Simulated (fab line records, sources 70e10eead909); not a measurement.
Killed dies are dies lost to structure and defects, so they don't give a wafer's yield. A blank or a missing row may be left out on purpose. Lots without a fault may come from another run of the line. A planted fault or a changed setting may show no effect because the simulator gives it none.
Which tool did it? | flow nand_harc | 6 lots, 18 wafers sampled, at 5 steps of a route of 1302

WHAT THE GAUGES READ, wafer by wafer
NHARC_END_SORT_01.
lot | measured | on | killed_at_array

WHICH TOOL RAN EACH LOT (tool, then ch and the chambers of the sampled wafers, then the start)
lot  | NHARC_A_STAIRCASE_TRIM_14                     | NHARC_A_STAIRCASE_TRIM_18                     | NHARC_A_STAIRCASE_ETCH_19                     | NHARC_A_STAIRCASE_ETCH_23
L193 | rie_diel-03 ch 2,3, day 16 04:04 or earlier   | rie_diel-03 ch 0,1,2, day 16 04:04 or earlier | rie_diel-03 ch 2,3, day 16 04:04 or earlier   | rie_diel-03 ch 0,1,2, day 16 04:04
L199 | rie_diel-03 ch 1,2,3, day 18 12:23 or earlier | rie_diel-03 ch 2,3, day 18 12:23 or earlier   | rie_diel-03 ch 0,1,2, day 18 12:23 or earlier | rie_diel-06 ch 0,3, day 18 12:23
L207 | rie_diel-06 ch 0,2,3, day 21 21:25 or earlier | rie_diel-06 ch 0,3, day 21 21:25 or earlier   | rie_diel-06 ch 2,3, day 21 21:25 or earlier   | rie_diel-03 ch 1,2, day 21 21:25
L208 | rie_diel-09 ch 0,1, day 22 11:40 or earlier   | rie_diel-09 ch 1,2,3, day 22 11:40 or earlier | rie_diel-09 ch 0,3, day 22 11:40 or earlier   | rie_diel-06 ch 0,2, day 22 11:40
L210 | rie_diel-09 ch 0,3, day 22 23:22 or earlier   | rie_diel-09 ch 1,2, day 22 23:22 or earlier   | rie_diel-09 ch 0,2, day 22 23:22 or earlier   | rie_diel-09 ch 0,3, day 22 23:22
L215 | rie_diel-03 ch 0,1, day 25 07:18 or earlier   | rie_diel-03 ch 1,3, day 25 07:18 or earlier   | rie_diel-03 ch 0,2,3, day 25 07:18 or earlier | rie_diel-09 ch 0,2, day 25 07:18
- NHARC_A_STAIRCASE_TRIM_14: chemistry O2, time 211.2 s.
- NHARC_A_STAIRCASE_TRIM_18: chemistry O2, time 211.2 s.
- NHARC_A_STAIRCASE_ETCH_19: etches the open film in C4F8/O2, target depth 100 nm, time 40.5 s.
- NHARC_A_STAIRCASE_ETCH_23: etches the open film in C4F8/O2, target depth 100 nm, time 40.5 s.

THE ANSWER, worked out from the rows above alone
Rule: what is usual is taken from the lots themselves. Put in order of their means at a reading, lots are off if they are a third of the lots or fewer, leave a main group of 4 or more, and stand apart from it by a gap of 3 or more times the standard deviation of the main group's means; of several such gaps the widest counts. A main group whose means are all the same, to the digits that the tables above print for the reading, isn't used. A lot without any number at a reading at which 4 lots or more have one is off too. The other lots that the step has rows for count as sound.
No lot is off at any reading shown: from this, nothing can be told.

WHAT THE SIMULATOR HAD PUT IN
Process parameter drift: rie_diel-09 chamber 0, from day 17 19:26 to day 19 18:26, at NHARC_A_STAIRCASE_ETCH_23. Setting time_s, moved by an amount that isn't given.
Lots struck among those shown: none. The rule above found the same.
